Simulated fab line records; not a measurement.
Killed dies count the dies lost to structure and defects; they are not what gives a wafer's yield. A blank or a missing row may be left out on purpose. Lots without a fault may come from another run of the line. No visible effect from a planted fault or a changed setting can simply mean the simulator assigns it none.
Chamber matching	flow n5-finfet	4 sister chambers for N5_BEOL_M5_STRIP_19 on rie-diel-02
The step strips in O2. 16 wafers are shown with their chamber, then 8 later ones without.

== WAFERS WITH THEIR CHAMBER ==
wafer	chamber	drypump-motor-current-A (A)	throttle-valve-pct (%)	showerhead-plenum-p-Torr (Torr)
L082.2	2	6.1	16.75	2.10
L082.4	3	5.6	16.35	2.04
L082.5	2	6.0	16.75	2.10
L081.1	1	5.6	16.69	2.03
L081.3	2	6.1	16.75	2.10
L081.6	1	5.6	16.67	2.03
L084.1	3	5.6	16.36	2.04
L084.5	2	6.0	16.76	2.10
L084.6	3	5.6	16.35	2.04
L088.2	0	5.1	17.03	2.16
L088.3	1	5.6	16.70	2.02
L088.5	0	5.1	17.01	2.16
L089.1	1	5.6	16.70	2.02
L089.3	2	6.0	16.78	2.09
L089.4	3	5.6	16.38	2.03
L090.4	3	5.6	16.40	2.03

SIGNATURES (averages over the wafers above)
reading	chamber 0	chamber 1	chamber 2	chamber 3	scatter within a chamber
drypump-motor-current-A	5.100	5.600	6.040	5.600	0.0316
throttle-valve-pct	17.0200	16.6900	16.7580	16.3680	0.0167
showerhead-plenum-p-Torr	2.1600	2.0250	2.0980	2.0360	0.005
Rule: for each reading, subtract the chamber's mean from the wafer's reading, divide by that reading's scatter and square the result; add these up over the readings and take the root, which gives the wafer's distance from the chamber. The wafer belongs to the nearest chamber; if the next one is less than 2 further off, it can't be placed. The scatter is the square root of a quotient: the sum, over the shown wafers, of each reading's squared deviation from its chamber's mean, divided by wafers minus chambers.

== WAFERS WITH NO CHAMBER GIVEN ==
wafer	drypump-motor-current-A (A)	throttle-valve-pct (%)	showerhead-plenum-p-Torr (Torr)
L090.5	6.1	16.80	2.09
L090.6	5.6	16.38	2.03
L094.1	5.6	16.72	2.02
L094.2	6.0	16.81	2.09
L094.3	5.6	16.38	2.03
L097.1	5.6	16.42	2.03
L097.3	5.1	17.08	2.15
L097.5	5.1	17.07	2.15

== EACH ONE'S CHAMBER ==
wafer	from the rows above	in truth
L090.5	2	2
L090.6	3	3
L094.1	1	1
L094.2	2	2
L094.3	3	3
L097.1	3	3
L097.3	0	0
L097.5	0	0
Correct placement for 8 of the 8. Not placeable from these rows: 0. 0 placed wrongly.
